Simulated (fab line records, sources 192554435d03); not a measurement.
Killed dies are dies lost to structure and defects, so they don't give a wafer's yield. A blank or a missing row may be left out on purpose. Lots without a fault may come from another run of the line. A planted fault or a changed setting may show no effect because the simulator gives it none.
Which tool did it? | flow n5_finfet | 21 lots, 63 wafers sampled, at 6 steps of a route of 1938

WHAT THE GAUGES READ, wafer by wafer
The record holds no reading of a measuring or inspecting step that can be judged against a usual standard deviation.

WHICH TOOL RAN EACH LOT (tool, then ch and the chambers of the sampled wafers, then the start)
lot  | N5_BEOL_M0_CUTY_ETCH_63            | N5_BEOL_M0_STRIP_140               | N5_BEOL_M0_TRENCH_ETCH_107         | N5_BEOL_M0_SURFACE_TREAT_137 | N5_BEOL_M0_SPUTTER_134       | N5_BEOL_M1_DESCUM_16
L074 | rie_diel-03 ch 0,1,2, day 5 16:44  | rie_diel-01 ch 2,3, day 5 18:11    | rie_diel-03 ch 0,3, day 5 18:22    | pvd_sputter-03, day 5 19:46  | pvd_sputter-03, day 5 20:22  | rie_diel-06 ch 0,1, day 6 01:22
L075 | rie_diel-03 ch 1,2,3, day 6 02:49  | rie_diel-01 ch 0,1,2, day 6 04:55  | rie_diel-03 ch 0,1,3, day 6 05:11  | pvd_sputter-03, day 6 06:46  | pvd_sputter-01, day 6 07:58  | rie_diel-02 ch 1,2,3, day 6 10:48
L076 | rie_diel-05 ch 1,2,3, day 6 07:33  | rie_diel-05 ch 1,2,3, day 6 09:34  | rie_diel-05 ch 1,2,3, day 6 09:47  | pvd_sputter-01, day 6 11:13  | pvd_sputter-02, day 6 11:59  | rie_diel-04 ch 1,2,3, day 6 14:22
L077 | rie_diel-01 ch 0,2, day 6 09:25    | rie_diel-05 ch 1,2,3, day 6 09:58  | rie_diel-05 ch 2,3, day 6 10:34    | pvd_sputter-02, day 6 12:11  | pvd_sputter-02, day 6 12:43  | rie_diel-02 ch 0,1,2, day 6 16:02
L078 | rie_diel-05 ch 1,2, day 6 17:16    | rie_diel-05 ch 1,2, day 6 18:37    | rie_diel-01 ch 0,1,2, day 6 19:16  | pvd_sputter-02, day 6 23:07  | pvd_sputter-02, day 6 23:35  | rie_diel-02 ch 0,1,2, day 7 03:36
L079 | rie_diel-01 ch 0,1, day 7 01:52    | rie_diel-05 ch 0,1, day 7 02:34    | rie_diel-01 ch 0,2,3, day 7 02:46  | pvd_sputter-01, day 7 03:29  | pvd_sputter-03, day 7 04:10  | rie_diel-02 ch 0,2,3, day 7 07:09
L080 | rie_diel-01 ch 1,2,3, day 7 05:46  | rie_diel-03 ch 0,1, day 7 06:19    | rie_diel-01 ch 1,2, day 7 06:31    | pvd_sputter-01, day 7 08:38  | pvd_sputter-01, day 7 09:05  | rie_diel-02 ch 1,2,3, day 7 12:05
L081 | rie_diel-03 ch 1,2,3, day 7 09:23  | rie_diel-05 ch 1,2,3, day 7 11:44  | rie_diel-01 ch 1,2,3, day 7 12:40  | pvd_sputter-02, day 7 14:57  | pvd_sputter-03, day 7 15:36  | rie_diel-06 ch 0,1,2, day 7 19:46
L082 | rie_diel-01 ch 0,1,3, day 7 15:53  | rie_diel-01 ch 1,2,3, day 7 19:10  | rie_diel-03 ch 0,1,3, day 7 19:21  | pvd_sputter-01, day 7 21:00  | pvd_sputter-03, day 7 21:25  | rie_diel-02 ch 1,2,3, day 8 00:19
L083 | rie_diel-05 ch 1,2,3, day 8 02:19  | rie_diel-01 ch 0,1,2, day 8 02:46  | rie_diel-05 ch 0,3, day 8 03:28    | pvd_sputter-03, day 8 05:58  | pvd_sputter-03, day 8 06:25  | rie_diel-04 ch 0,1,2, day 8 08:20
L084 | rie_diel-03 ch 0,3, day 8 09:08    | rie_diel-05 ch 0,1, day 8 11:45    | rie_diel-01 ch 0,2,3, day 8 12:16  | pvd_sputter-02, day 8 15:56  | pvd_sputter-01, day 8 16:23  | rie_diel-06 ch 0,2, day 8 19:11
L085 | rie_diel-03 ch 0,1,3, day 8 13:44  | rie_diel-05 ch 0,2,3, day 8 15:18  | rie_diel-05 ch 0,3, day 8 15:52    | pvd_sputter-02, day 8 16:36  | pvd_sputter-02, day 8 17:24  | rie_diel-04 ch 0,2,3, day 8 19:22
L086 | rie_diel-01 ch 0,1,2, day 9 02:35  | rie_diel-03 ch 2,3, day 9 12:55    | rie_diel-05 ch 0,1,3, day 9 13:14  | pvd_sputter-02, day 9 14:40  | pvd_sputter-01, day 9 16:20  | rie_diel-06 ch 0,1,2, day 9 19:55
L088 | rie_diel-03 ch 1,2, day 9 05:43    | rie_diel-01 ch 0,2,3, day 9 07:47  | rie_diel-03 ch 1,2,3, day 9 08:00  | pvd_sputter-03, day 9 10:49  | pvd_sputter-03, day 9 13:05  | rie_diel-06 ch 0,1, day 9 17:20
L090 | rie_diel-05 ch 1,3, day 9 20:27    | rie_diel-01 ch 0,1,2, day 9 22:25  | rie_diel-01 ch 0,2,3, day 9 22:35  | pvd_sputter-02, day 9 23:48  | pvd_sputter-01, day 10 00:28 | rie_diel-02 ch 0,1,3, day 10 02:49
L091 | rie_diel-05 ch 0,1,3, day 10 02:12 | rie_diel-05 ch 1,3, day 10 02:44   | rie_diel-03 ch 1,2, day 10 02:59   | pvd_sputter-02, day 10 04:58 | pvd_sputter-02, day 10 05:23 | rie_diel-06 ch 0,1, day 10 09:01
L092 | rie_diel-01 ch 1,2, day 10 07:08   | rie_diel-01 ch 1,2,3, day 10 08:31 | rie_diel-01 ch 0,2, day 10 08:44   | pvd_sputter-02, day 10 10:26 | pvd_sputter-03, day 10 12:16 | rie_diel-06 ch 0,2,3, day 10 14:23
L094 | rie_diel-05 ch 0,1,2, day 10 19:16 | rie_diel-03 ch 1,2, day 10 22:30   | rie_diel-05 ch 0,1, day 10 22:41   | pvd_sputter-01, day 10 23:35 | pvd_sputter-03, day 11 01:38 | rie_diel-02 ch 0,1,2, day 11 05:52
L096 | rie_diel-05 ch 0,1,3, day 11 03:29 | rie_diel-01 ch 0,3, day 11 04:34   | rie_diel-05 ch 0,1,3, day 11 04:45 | pvd_sputter-02, day 11 06:11 | pvd_sputter-02, day 11 06:37 | rie_diel-06 ch 0,1, day 11 09:02
L095 | rie_diel-01 ch 0,1, day 11 06:33   | rie_diel-03 ch 1,2,3, day 11 07:02 | rie_diel-01 ch 0,3, day 11 07:52   | pvd_sputter-03, day 11 10:17 | pvd_sputter-01, day 11 10:42 | rie_diel-04 ch 2,3, day 11 13:31
L097 | rie_diel-05 ch 0,2,3, day 11 09:31 | rie_diel-05 ch 0,3, day 11 12:35   | rie_diel-05 ch 2,3, day 11 13:12   | pvd_sputter-02, day 11 14:56 | pvd_sputter-01, day 11 15:40 | rie_diel-02 ch 1,2, day 11 18:20
- N5_BEOL_M0_CUTY_ETCH_63: etches SOC in N2/H2, target depth 82.7 nm, overetch 16.5 nm, time 124 s.
- N5_BEOL_M0_STRIP_140: strips in CF4.
- N5_BEOL_M0_TRENCH_ETCH_107: etches SiOC in C4F6/O2, target depth 32.8 nm, time 16.4 s.
- N5_BEOL_M0_SURFACE_TREAT_137
- N5_BEOL_M0_SPUTTER_134: material Cu, target thk 4 nm, time 7.37 s.
- N5_BEOL_M1_DESCUM_16: chemistry O2, time 7 s.

WHAT THE TOOLS THEMSELVES READ (means of the sampled wafers that have a number; where no wafer has one, the mark that the record gives instead)
N5_BEOL_M0_CUTY_ETCH_63.
lot  | tool        | drypump_motor_current_A (A) | oes_product_au (a.u.) | rf_vpp_V (V) | showerhead_plenum_p_Torr (Torr) | temp_c (C) | throttle_valve_pct (%)
L074 | rie_diel-03 | 6.0                         | 0.70                  | 522.1        | 2.46                            | 40.16      | 17.7
L075 | rie_diel-03 | 6.1                         | 0.73                  | 523.5        | 2.55                            | 40.14      | 17.7
L076 | rie_diel-05 | 5.8                         | 0.60                  | 524.6        | 2.57                            | 39.94      | 18.0
L077 | rie_diel-01 | 5.6                         | 0.62                  | 522.9        | 2.51                            | 40.16      | 18.1
L078 | rie_diel-05 | 6.0                         | 0.59                  | 524.9        | 2.60                            | 39.98      | 18.1
L079 | rie_diel-01 | 5.2                         | 0.71                  | 523.4        | 2.51                            | 40.05      | 17.4
L080 | rie_diel-01 | 5.5                         | 0.67                  | 522.8        | 2.53                            | 39.94      | 17.9
L081 | rie_diel-03 | 6.1                         | 0.72                  | 523.9        | 2.55                            | 40.08      | 17.7
L082 | rie_diel-01 | 5.3                         | 0.70                  | 523.1        | 2.51                            | 39.99      | 17.6
L083 | rie_diel-05 | 5.7                         | 0.59                  | 524.5        | 2.56                            | 40.00      | 18.1
L084 | rie_diel-03 | 5.5                         | 0.60                  | 522.3        | 2.49                            | 40.08      | 17.8
L085 | rie_diel-03 | 6.0                         | 0.66                  | 522.8        | 2.52                            | 39.96      | 17.8
L086 | rie_diel-01 | 5.5                         | 0.65                  | 522.9        | 2.53                            | 39.94      | 17.8
L088 | rie_diel-03 | 6.4                         | 0.72                  | 522.5        | 2.48                            | 39.96      | 17.6
L090 | rie_diel-05 | 5.6                         | 0.59                  | 523.4        | 2.52                            | 40.11      | 18.1
L091 | rie_diel-05 | 5.5                         | 0.62                  | 524.1        | 2.57                            | 40.02      | 17.9
L092 | rie_diel-01 | 5.7                         | 0.61                  | 523.7        | 2.54                            | 39.86      | 18.1
L094 | rie_diel-05 | 5.7                         | 0.60                  | 525.1        | 2.60                            | 40.04      | 17.9
L096 | rie_diel-05 | 5.6                         | 0.61                  | 525.1        | 2.56                            | 40.09      | 17.9
L095 | rie_diel-01 | 5.3                         | 0.67                  | 522.6        | 2.50                            | 39.89      | 17.5
L097 | rie_diel-05 | 5.8                         | 0.60                  | 525.1        | 2.60                            | 40.07      | 17.9

N5_BEOL_M0_STRIP_140.
lot  | tool        | drypump_motor_current_A (A) | oes_product_au (a.u.) | rf_vpp_V (V) | showerhead_plenum_p_Torr (Torr) | throttle_valve_pct (%)
L074 | rie_diel-01 | 5.6                         | 0.76                  | 269.5        | 1.77                            | 13.8
L075 | rie_diel-01 | 5.5                         | 0.82                  | 271.7        | 1.79                            | 13.5
L076 | rie_diel-05 | 5.7                         | 0.72                  | 270.8        | 1.81                            | 13.8
L077 | rie_diel-05 | 5.8                         | 0.72                  | 272.0        | 1.81                            | 13.8
L078 | rie_diel-05 | 5.7                         | 0.73                  | 272.2        | 1.81                            | 14.0
L079 | rie_diel-05 | 5.5                         | 0.77                  | 271.9        | 1.83                            | 13.8
L080 | rie_diel-03 | 6.3                         | 0.84                  | 270.3        | 1.75                            | 13.5
L081 | rie_diel-05 | 5.8                         | 0.72                  | 270.9        | 1.80                            | 13.8
L082 | rie_diel-01 | 5.5                         | 0.80                  | 271.3        | 1.78                            | 13.6
L083 | rie_diel-01 | 5.5                         | 0.79                  | 272.0        | 1.78                            | 13.5
L084 | rie_diel-05 | 5.5                         | 0.75                  | 271.8        | 1.82                            | 13.8
L085 | rie_diel-05 | 5.8                         | 0.74                  | 272.7        | 1.83                            | 13.6
L086 | rie_diel-03 | 5.8                         | 0.84                  | 271.8        | 1.80                            | 13.5
L088 | rie_diel-01 | 5.4                         | 0.77                  | 270.3        | 1.75                            | 13.6
L090 | rie_diel-01 | 5.5                         | 0.78                  | 269.8        | 1.78                            | 13.5
L091 | rie_diel-05 | 5.5                         | 0.72                  | 271.6        | 1.79                            | 14.0
L092 | rie_diel-01 | 5.5                         | 0.78                  | 270.9        | 1.77                            | 13.6
L094 | rie_diel-03 | 6.2                         | 0.84                  | 269.9        | 1.76                            | 13.5
L096 | rie_diel-01 | 5.2                         | 0.80                  | 270.6        | 1.74                            | 13.5
L095 | rie_diel-03 | 6.1                         | 0.82                  | 271.9        | 1.80                            | 13.5
L097 | rie_diel-05 | 5.6                         | 0.73                  | 271.6        | 1.81                            | 13.5

N5_BEOL_M0_TRENCH_ETCH_107.
lot  | tool        | O2_flow_sccm (sccm) | drypump_motor_current_A (A) | oes_o_777_au (a.u.) | oes_product_au (a.u.) | rf_vpp_V (V) | showerhead_plenum_p_Torr (Torr) | throttle_valve_pct (%)
L074 | rie_diel-03 | 10.04               | 5.6                         | 0.79                | 0.79                  | 672          | 2.89                            | 20.8
L075 | rie_diel-03 | 9.99                | 6.0                         | 0.83                | 0.83                  | 674          | 2.82                            | 20.7
L076 | rie_diel-05 | 9.99                | 5.8                         | 0.72                | 0.73                  | 662          | 2.88                            | 21.1
L077 | rie_diel-05 | 10.03               | 6.0                         | 0.70                | 0.71                  | 663          | 2.91                            | 21.0
L078 | rie_diel-01 | 10.02               | 5.5                         | 0.83                | 0.83                  | 668          | 2.82                            | 20.7
L079 | rie_diel-01 | 10.02               | 5.4                         | 0.79                | 0.81                  | 673          | 2.79                            | 20.9
L080 | rie_diel-01 | 10.00               | 5.7                         | 0.78                | 0.78                  | 666          | 2.83                            | 20.9
L081 | rie_diel-01 | 10.01               | 5.5                         | 0.82                | 0.83                  | 669          | 2.83                            | 20.8
L082 | rie_diel-03 | 10.00               | 5.9                         | 0.82                | 0.82                  | 673          | 2.82                            | 20.7
L083 | rie_diel-05 | 10.01               | 5.5                         | 0.79                | 0.79                  | 669          | 2.93                            | 20.6
L084 | rie_diel-01 | 10.00               | 5.3                         | 0.79                | 0.80                  | 672          | 2.78                            | 20.9
L085 | rie_diel-05 | 9.97                | 5.6                         | 0.78                | 0.78                  | 669          | 2.93                            | 20.6
L086 | rie_diel-05 | 9.98                | 5.5                         | 0.75                | 0.75                  | 664          | 2.89                            | 21.0
L088 | rie_diel-03 | 10.00               | 6.1                         | 0.86                | 0.86                  | 682          | 2.84                            | 20.8
L090 | rie_diel-01 | 10.03               | 5.4                         | 0.76                | 0.78                  | 673          | 2.78                            | 20.9
L091 | rie_diel-03 | 10.01               | 6.2                         | 0.85                | 0.87                  | 686          | 2.77                            | 20.7
L092 | rie_diel-01 | 9.99                | 5.5                         | 0.72                | 0.73                  | 668          | 2.78                            | 21.0
L094 | rie_diel-05 | 10.00               | 5.5                         | 0.76                | 0.77                  | 672          | 2.92                            | 20.7
L096 | rie_diel-05 | 9.97                | 5.5                         | 0.74                | 0.74                  | 664          | 2.88                            | 21.0
L095 | rie_diel-01 | 10.00               | 5.1                         | 0.80                | 0.82                  | 674          | 2.76                            | 20.7
L097 | rie_diel-05 | 9.98                | 5.8                         | 0.70                | 0.70                  | 657          | 2.86                            | 21.1

N5_BEOL_M0_SPUTTER_134.
lot  | tool           | chamber_pressure_pa (Pa) | throttle_valve_pct (%)
L074 | pvd_sputter-03 | 0.07                     | 30.9
L075 | pvd_sputter-01 | 0.07                     | 29.1
L076 | pvd_sputter-02 | 0.07                     | 30.3
L077 | pvd_sputter-02 | 0.07                     | 29.0
L078 | pvd_sputter-02 | 0.07                     | 30.4
L079 | pvd_sputter-03 | 0.07                     | 29.8
L080 | pvd_sputter-01 | 0.07                     | 29.2
L081 | pvd_sputter-03 | 0.07                     | 31.1
L082 | pvd_sputter-03 | 0.07                     | 31.2
L083 | pvd_sputter-03 | 0.07                     | 30.2
L084 | pvd_sputter-01 | 0.07                     | 30.0
L085 | pvd_sputter-02 | 0.07                     | 31.6
L086 | pvd_sputter-01 | 0.07                     | 29.7
L088 | pvd_sputter-03 | 0.07                     | 30.3
L090 | pvd_sputter-01 | 0.07                     | 29.7
L091 | pvd_sputter-02 | 0.07                     | 28.9
L092 | pvd_sputter-03 | 0.07                     | 31.0
L094 | pvd_sputter-03 | 0.07                     | 31.0
L096 | pvd_sputter-02 | 0.07                     | 31.2
L095 | pvd_sputter-01 | 0.07                     | 30.3
L097 | pvd_sputter-01 | 0.07                     | 29.0

N5_BEOL_M1_DESCUM_16.
lot  | tool        | drypump_motor_current_A (A) | oes_product_au (a.u.) | rf_vpp_V (V) | showerhead_plenum_p_Torr (Torr) | temp_c (C) | throttle_valve_pct (%)
L074 | rie_diel-06 | 6.0                         | 0.83                  | 242.5        | 2.04                            | 40.04      | 20.23
L075 | rie_diel-02 | 6.0                         | 0.86                  | 244.6        | 2.17                            | 39.93      | 20.37
L076 | rie_diel-04 | 5.6                         | 0.83                  | 242.8        | 2.07                            | 39.92      | 20.42
L077 | rie_diel-02 | 5.7                         | 0.83                  | 242.7        | 2.17                            | 40.06      | 20.64
L078 | rie_diel-02 | 5.7                         | 0.83                  | 244.4        | 2.17                            | 39.90      | 20.66
L079 | rie_diel-02 | 5.8                         | 0.81                  | 244.9        | 2.16                            | 39.96      | 20.56
L080 | rie_diel-02 | 6.0                         | 0.85                  | 243.8        | 2.17                            | 39.96      | 20.38
L081 | rie_diel-06 | 5.9                         | 0.81                  | 243.3        | 2.10                            | 39.92      | 20.37
L082 | rie_diel-02 | 6.0                         | 0.84                  | 244.2        | 2.17                            | 39.93      | 20.38
L083 | rie_diel-04 | 5.5                         | 0.82                  | 243.0        | 2.05                            | 40.06      | 20.33
L084 | rie_diel-06 | 5.8                         | 0.75                  | 242.0        | 2.08                            | 39.96      | 20.59
L085 | rie_diel-04 | 5.7                         | 0.88                  | 242.4        | 2.07                            | 40.01      | 20.38
L086 | rie_diel-06 | 6.0                         | 0.79                  | 242.9        | 2.09                            | 39.99      | 20.39
L088 | rie_diel-06 | 6.0                         | 0.79                  | 242.2        | 2.03                            | 39.94      | 20.28
L090 | rie_diel-02 | 5.6                         | 0.81                  | 243.7        | 2.22                            | 40.14      | 20.40
L091 | rie_diel-06 | 5.8                         | 0.75                  | 242.2        | 2.02                            | 40.04      | 20.50
L092 | rie_diel-06 | 5.7                         | 0.75                  | 244.1        | 2.13                            | 40.09      | 20.51
L094 | rie_diel-02 | 5.7                         | 0.79                  | 243.8        | 2.16                            | 40.03      | 20.70
L096 | rie_diel-06 | 6.0                         | 0.79                  | 242.2        | 2.02                            | 40.07      | 20.30
L095 | rie_diel-04 | 5.8                         | 0.83                  | 243.0        | 2.09                            | 39.84      | 20.52
L097 | rie_diel-02 | 5.9                         | 0.82                  | 243.8        | 2.17                            | 40.06      | 20.52

THE ANSWER, worked out from the rows above alone
Rule: what is usual is taken from the lots themselves. Put in order of their means at a reading, lots are off if they are a third of the lots or fewer, leave a main group of 4 or more, and stand apart from it by a gap of 3 or more times the standard deviation of the main group's means; of several such gaps the widest counts. A main group whose means are all the same, to the digits that the tables above print for the reading, isn't used. A lot without any number at a reading at which 4 lots or more have one is off too. The other lots that the step has rows for count as sound. The gauges are gone through in route order, then the tools' own readings, and for those a lot's mean is taken as printed above. The first step at which some lot is off is used, and at that step the reading that is off furthest; a lot without a number counts as furthest.
No lot is off at any reading shown: from this, nothing can be told.

WHAT THE SIMULATOR HAD PUT IN
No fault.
